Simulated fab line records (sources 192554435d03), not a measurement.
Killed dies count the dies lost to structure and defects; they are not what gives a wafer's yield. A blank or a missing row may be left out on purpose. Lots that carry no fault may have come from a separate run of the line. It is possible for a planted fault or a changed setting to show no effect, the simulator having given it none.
What tool caused it? ; flow n5-finfet ; 10 lots with 29 wafers sampled at 5 steps, on a route of 1938 steps

WHAT THE GAUGES SHOWED, per wafer
N5_WELL_APT_OVL_MEAS_26. Usual: PWELL_OVL -2 nm, standard deviation 5.3.
lot;measured;on;PWELL_OVL (nm);flag
L740;day 1 20:52;overlay-01;-3 2 1;
L741;day 2 03:07;overlay-02;6 6 3;
L744;day 2 21:07;overlay-02;-14 -9 -11;
L745;day 3 02:58;overlay-02;-6 -4 4;
L746;day 3 09:20;overlay-02;-9 -1 -6;
L750;day 4 09:10;overlay-02;-5 2;
L753;day 5 02:59;overlay-01;-12 -9 -8;
L754;day 5 09:14;overlay-02;0 0 2;
L755;day 5 15:04;overlay-01;-4 -13 -7;
L756;day 5 20:58;overlay-01;-3 -4 -4;

N5_BEOL_M4_RC_MEAS_101. Usual: CJ_N 4.36, standard deviation 0.095; DIBL_N 37.0 mV/V, standard deviation 2.3; DIBL_P 37.3 mV/V, standard deviation 2.8; IOFF_N 0.17 nA/um, standard deviation 0.046; IOFF_P 0.23 nA/um, standard deviation 0.054; ION_N 675 uA/um, standard deviation 14; ION_P 460 uA/um, standard deviation 9.3; RS_PWELL 3006 ohm/sq, standard deviation 23; SS_N 71.7 mV/dec, standard deviation 0.73; SS_P 73.6 mV/dec, standard deviation 0.95; VT_N 249 mV, standard deviation 3.9; VT_P -250 mV, standard deviation 3.9.
lot;measured;on;CJ_N;DIBL_N (mV/V);DIBL_P (mV/V);IOFF_N (nA/um);IOFF_P (nA/um);ION_N (uA/um);ION_P (uA/um);RS_PWELL (ohm/sq);SS_N (mV/dec);SS_P (mV/dec);VT_N (mV);VT_P (mV);flag
L740;day 8 02:19;prober-02;4.29 4.21 4.27;37.4 36.8 39.6;37.6 37.4 40.9;0.19 0.17 0.25;0.22 0.22 0.29;677 667 688;457 453 457;2986 2998 3008;72.1 71.1 72.2;73.7 75.0 76.1;250 249 245;-249 -251 -248;
L741;day 8 05:23;prober-02;4.43 4.37 4.30;39.7 36.8 33.8;40.0 37.0 34.2;0.23 0.16 0.13;0.29 0.21 0.18;673 670 662;460 462 458;2979 2973 2976;72.5 71.8 71.0;74.6 74.2 72.5;247 250 250;-249 -252 -252;
L744;day 9 09:13;prober-01;4.36 4.32 4.21;36.5 34.8 40.1;38.2 36.0 43.2;0.19 0.14 0.28;0.25 0.21 0.37;691 653 701;469 455 483;3036 3008 3013;72.1 71.9 72.7;73.1 71.4 74.5;246 251 242;-247 -248 -242;
L745;day 9 08:11;prober-02;4.42 4.45 4.49;35.3 38.5 39.3;36.6 39.5 40.8;0.15 0.22 0.23;0.19 0.25 0.27;670 703 706;458 474 471;3018 2979 3020;71.4 72.1 72.3;73.1 73.8 74.8;253 245 248;-255 -251 -249;
L746;day 9 17:25;prober-01;4.45 4.51 4.45;38.8 38.9 37.1;39.2 40.6 38.9;0.20 0.21 0.19;0.20 0.22 0.21;683 690 679;455 460 456;3001 2987 2975;72.3 72.4 71.8;74.2 74.7 74.2;248 246 247;-256 -253 -255;
L750;day 10 19:25;prober-01;4.47 4.43;37.4 37.1;35.9 36.5;0.17 0.15;0.19 0.20;670 650;458 450;3049 2985;71.4 71.0;73.9 72.9;247 252;-251 -251;
L753;day 12 16:50;prober-01;4.52 4.43 4.28;34.0 40.2 38.4;32.0 40.6 38.3;0.10 0.21 0.18;0.16 0.31 0.26;656 663 656;456 458 453;3030 3013 3025;70.8 73.1 73.0;72.3 74.7 74.2;256 250 247;-253 -247 -249;
L754;day 12 11:37;prober-01;3.34 3.32 3.40;37.9 41.0 38.2;37.9 41.1 36.6;0.19 0.23 0.21;0.22 0.27 0.19;681 683 678;459 466 457;2728 2728 2741;72.1 73.1 72.2;72.9 74.2 73.1;248 247 247;-250 -249 -252;OFF
L755;day 12 21:28;prober-01;4.25 4.12 4.35;39.3 41.2 36.0;41.4 44.0 36.5;0.23 0.28 0.16;0.26 0.32 0.19;687 704 681;465 470 456;2979 3018 2989;72.8 73.7 71.7;74.4 75.4 73.3;246 241 248;-248 -245 -253;
L756;day 12 22:21;prober-02;3.24 3.24 3.34;35.0 37.2 39.8;30.7 35.0 35.0;0.13 0.16 0.24;0.13 0.18 0.18;644 668 671;440 452 448;2693 2692 2702;72.3 71.9 74.7;72.3 73.1 73.3;256 250 249;-258 -254 -253;OFF

EACH LOT AND THE TOOL THAT RAN IT (in order: tool; ch and the chambers of the sampled wafers; start)
lot;N5_WELL_APT_IMPLANT_32;N5_WELL_APT_RTA_34;N5_FIN_SAQP_DENSIFY_62
L740;implanter-02 ch 0, day 1 21:16;rtp-anneal-01 ch 0, day 1 22:36;rtp-anneal-01 ch 0, day 2 03:59
L741;implanter-01 ch 0, day 2 03:29;rtp-anneal-01 ch 0, day 2 04:29;rtp-anneal-01 ch 0, day 2 09:47
L744;implanter-02 ch 0, day 2 21:31;rtp-anneal-01 ch 0, day 2 22:43;rtp-anneal-02 ch 0, day 3 03:34
L745;implanter-01 ch 0, day 3 03:17;rtp-anneal-01 ch 0, day 3 03:47;rtp-anneal-02 ch 0, day 3 10:36
L746;implanter-02 ch 0, day 3 09:43;rtp-anneal-02 ch 0, day 3 10:11;rtp-anneal-02 ch 0, day 3 16:59
L750;implanter-02 ch 0, day 4 09:47;rtp-anneal-01 ch 0, day 4 10:31;rtp-anneal-01 ch 0, day 4 16:19
L753;implanter-01 ch 0, day 5 03:32;rtp-anneal-02 ch 0, day 5 04:02;rtp-anneal-02 ch 0, day 5 08:55
L754;implanter-02 ch 0, day 5 09:42;rtp-anneal-01 ch 0, day 5 10:11;rtp-anneal-02 ch 0, day 5 15:22
L755;implanter-01 ch 0, day 5 15:35;rtp-anneal-02 ch 0, day 5 16:05;rtp-anneal-01 ch 0, day 5 20:29
L756;implanter-02 ch 0, day 5 21:20;rtp-anneal-01 ch 0, day 5 21:56;rtp-anneal-01 ch 0, day 6 02:28
- N5_WELL_APT_IMPLANT_32
- N5_WELL_APT_RTA_34: time 10 s.
- N5_FIN_SAQP_DENSIFY_62: time 60 s.

AS READ BY THE TOOLS THEMSELVES (means over the sampled wafers that have a number; for cases with no such wafer, the mark the record gives instead)
N5_WELL_APT_IMPLANT_32. Usual: beam-energy-keV reads 50.003 (standard deviation 0.016).
lot;tool;beam-energy-keV;flag
L740;implanter-02;50.004;
L741;implanter-01;49.991;
L744;implanter-02;50.014;
L745;implanter-01;49.995;
L746;implanter-02;50.000;
L750;implanter-02;49.998;
L753;implanter-01;49.981;
L754;implanter-02;69.571;OFF
L755;implanter-01;49.992;
L756;implanter-02;69.578;OFF

N5_WELL_APT_RTA_34. Usual: lamp-power-pct 13.00 %, standard deviation 0.057; lamp_zone_2_pct 13.00 %, standard deviation 0.031; lamp_zone_7_pct 13.42 %, standard deviation 0.034; wafer_temp_C_max 1003.6, standard deviation 1.1.
lot;tool;lamp-power-pct (%);lamp_zone_2_pct (%);lamp_zone_7_pct (%);wafer_temp_C_max;flag
L740;rtp-anneal-01;12.95;12.98;13.42;1003.3;
L741;rtp-anneal-01;13.01;12.97;13.46;1003.5;
L744;rtp-anneal-01;13.01;13.01;13.42;1003.6;
L745;rtp-anneal-01;12.98;13.00;13.42;1004.0;
L746;rtp-anneal-02;12.97;13.02;13.43;1003.6;
L750;rtp-anneal-01;13.01;13.01;13.41;1003.3;
L753;rtp-anneal-02;13.01;13.03;13.43;1003.9;
L754;rtp-anneal-01;13.02;12.98;13.41;1003.5;
L755;rtp-anneal-02;12.97;12.99;13.43;1004.3;
L756;rtp-anneal-01;12.99;13.00;13.42;1004.0;

N5_FIN_SAQP_DENSIFY_62. Usual: lamp-power-pct 9.84 %, standard deviation 0.055; lamp_zone_2_pct 9.845 %, standard deviation 0.012; lamp_zone_7_pct 10.266 %, standard deviation 0.013; wafer_temp_C_max 703.3, standard deviation 0.61.
lot;tool;lamp-power-pct (%);lamp_zone_2_pct (%);lamp_zone_7_pct (%);wafer_temp_C_max;flag
L740;rtp-anneal-01;9.87;9.835;10.262;702.9;
L741;rtp-anneal-01;9.83;9.847;10.268;702.8;
L744;rtp-anneal-02;9.82;9.857;10.266;703.3;
L745;rtp-anneal-02;9.81;9.858;10.263;703.7;
L746;rtp-anneal-02;9.86;9.836;10.269;702.5;
L750;rtp-anneal-01;9.85;9.849;10.266;703.2;
L753;rtp-anneal-02;9.84;9.858;10.282;703.5;
L754;rtp-anneal-02;9.86;9.841;10.275;703.8;
L755;rtp-anneal-01;9.85;9.853;10.257;703.3;
L756;rtp-anneal-01;9.87;9.839;10.261;703.5;

THE ANSWER, worked out from the rows above alone
Rule: a lot is off if the mean of its wafers that have a number lies more than 3 standard deviations from the usual mean. Also off: a lot with no number at a reading for which 4 or more lots have one. Where the step has rows for the other lots, those lots are counted as sound. Order of review: gauges by route order, followed by the tools' own readings, for which a lot's mean as printed above is used. At the first step where some lot is off, the reading lying furthest off is the one used; lots without a number count as furthest.
Off: L754, L756, at N5_BEOL_M4_RC_MEAS_101 (RS_PWELL).
A tool fits if, at a process step before that reading, it ran every lot that is off, and no sound lot after the first of them. The gauges at N5_BEOL_M4_RC_MEAS_101 aren't tried: what is off there is off at N5_WELL_APT_IMPLANT_32 too, on other tools, and a gauge's error can't cause that. This does not decide it: 2 tools fit, namely implanter-02 at N5_WELL_APT_IMPLANT_32 and rtp-anneal-01 at N5_WELL_APT_RTA_34.

WHAT THE SIMULATOR HAD INSERTED
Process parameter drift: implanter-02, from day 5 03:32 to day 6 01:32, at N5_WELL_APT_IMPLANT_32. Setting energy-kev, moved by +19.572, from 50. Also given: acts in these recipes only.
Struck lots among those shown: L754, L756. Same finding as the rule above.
